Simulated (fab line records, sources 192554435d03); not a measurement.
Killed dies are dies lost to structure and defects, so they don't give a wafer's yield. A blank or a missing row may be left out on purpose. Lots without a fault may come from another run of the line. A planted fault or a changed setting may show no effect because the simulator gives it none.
A struck lot beside a sound one | flow n5_finfet | 16 steps out of a route of 1938
Sound: wafers L387.1, L387.2, L387.4. Struck: wafer L395.5. (L395.1, L395.6 of the same lot were not struck and are left out.) The cause comes at the end.
At each step with rows: each side's tool, then ch and its chambers, then its first start. Under that, the readings that differ: sound wafers | struck wafers | difference of the means | sigmas: that difference in standard deviations of wafers without a fault.
alike: readings whose means differ by less than 2 such deviations, and words and numbers that are the same on both sides. not compared: withheld readings, readings that some wafer has no value for, bounds like >300 that may hide the same value, and numbers for which the record gives no deviation and whose values overlap.
The two part at a step that has a row with sigmas, a row that says differs or no value, or rows on one side only. Numbers that don't overlap but have no deviation are shown without sigmas and don't part them. A reading that every wafer of one side lacks parts them only if that side has two wafers or more.

N5_HKMG_FIN_STRIP_93: strips SOC in N2/H2, time 20 s.
  sound on rie_diel-05 ch 1,3, day 6 03:20; struck on rie_diel-06 ch 1, day 8 03:43
  alike: drypump_motor_current_A, oes_product_au, rf_fwd_power_W, rf_vpp_V, showerhead_plenum_p_Torr, temp_c, throttle_valve_pct
  not compared: rf_hours_counter_h
then, 1 step without rows for these wafers: N5_HKMG_FIN_WET_ETCH_76 (etches Al2O3 in dNH4OH, stops on La2O3, target depth 2.25 nm, rinse time 30 s).
N5_HKMG_FIN_STRIP_60: strips in N2/H2, time 360 s.
  sound on plasma_asher-02 ch 0,1, day 6 03:29; struck on plasma_asher-02 ch 1, day 8 03:52
  alike: drypump_motor_current_A, heater_power_w, temp_c
  not compared: rf_hours_counter_h
then, 2 steps without rows for these wafers: N5_HKMG_FIN_WET_ETCH_77 (etches La2O3 in dHCl, stops on HfO2, target depth 2 nm); N5_HKMG_FIN_WET_ETCH_78 (etches Al2O3 in dNH4OH, stops on La2O3, target depth 4.5 nm, rinse time 30 s).
N5_HKMG_FIN_ALD_79: deposits TiN, target thk 1.5 nm, pulse time 1 s, purge time 3 s.
  sound on ald_metal-02 ch 0,1,2, day 6 03:58; struck on ald_metal-02 ch 1, day 8 04:21
  alike: heater_power_outer_w, heater_power_w, precursor_pulse_height_rel
  not compared: ald_cycles
N5_HKMG_FIN_CVD_62: deposits a-Si from Si2H6, target thk 3 nm, time 20.8 s.
  sound on thermal_cvd_si-01 ch 0,1,2, day 6 04:20; struck on thermal_cvd_si-01 ch 1, day 8 04:43
  alike: heater_power_outer_w, heater_power_w
then, 5 steps without rows for these wafers: N5_HKMG_FIN_RTA_80 (time 2 s); N5_HKMG_FIN_PRECLEAN_64 (cleans in dHF, time 30 s); N5_HKMG_FIN_WET_ETCH_65 (etches a-Si in TMAH, stops on TiN, time 49 s, target depth 3 nm); N5_HKMG_FIN_WET_ETCH_81 (etches TiN in SC1, stops on HfO2, time 57 s, target depth 6 nm); N5_HKMG_FIN_WET_ETCH_82 (etches La2O3 in dHCl, stops on HfO2, target depth 2 nm, rinse time 30 s).
N5_HKMG_FIN_ALD_36: deposits TiN, target thk 1 nm, pulse time 1 s, purge time 3 s.
  sound on ald_metal-04 ch 0,2,3, day 6 04:44; struck on ald_metal-02 ch 1, day 8 05:08
  reading    | sound    | struck | difference | sigmas
  ald_cycles | 47 47 47 | 43     | -4         |
  alike: heater_power_outer_w, heater_power_w, precursor_pulse_height_rel
N5_HKMG_FIN_THK_MEAS_70: measures by xrf.
  sound on film_metro-02, day 6 05:01; struck on film_metro-02, day 8 05:25
  alike: HK_THK
-- the record jumps here: 4 days lie between the struck wafers' starts before and after (it left off in module HKMG_FIN and takes up again in module BEOL_M4, whose first step shown is number 1111 of the route) --
N5_BEOL_M4_RC_MEAS_101:
  sound on prober-02 ch 0, day 10 10:37; struck on prober-02 ch 0, day 12 04:45
  reading   | sound          | struck | difference | sigmas
  VT_P (mV) | -248 -252 -248 | -257   | -8         | -2
  alike: DIBL_N, DIBL_P, IOFF_N, IOFF_P, ION_N, ION_P, SS_N, SS_P, VT_N
-- the record jumps here: 5 days lie between the struck wafers' starts before and after (it left off in module BEOL_M4 and takes up again in module PASSIVATION, whose first step shown is number 1936 of the route) --
N5_PASSIVATION_PROBE_49:
  sound on prober-02, day 14 09:25; struck on prober-02, day 16 20:39
  alike: defect_limited_yield, killed_at_M0_to_M3, killed_at_M4_up, killed_at_contacts, killed_at_front_end, killed_at_other, killed_dies, killed_open, killed_short, sort_bin_5_function, sort_bin_6_memory, sort_n_pass, sort_yield_pct

WHERE THEY PART
Only at N5_BEOL_M4_RC_MEAS_101, within this record. Later steps at which nothing parts them and some readings are alike: N5_PASSIVATION_PROBE_49.

WHY: what the simulator had put in
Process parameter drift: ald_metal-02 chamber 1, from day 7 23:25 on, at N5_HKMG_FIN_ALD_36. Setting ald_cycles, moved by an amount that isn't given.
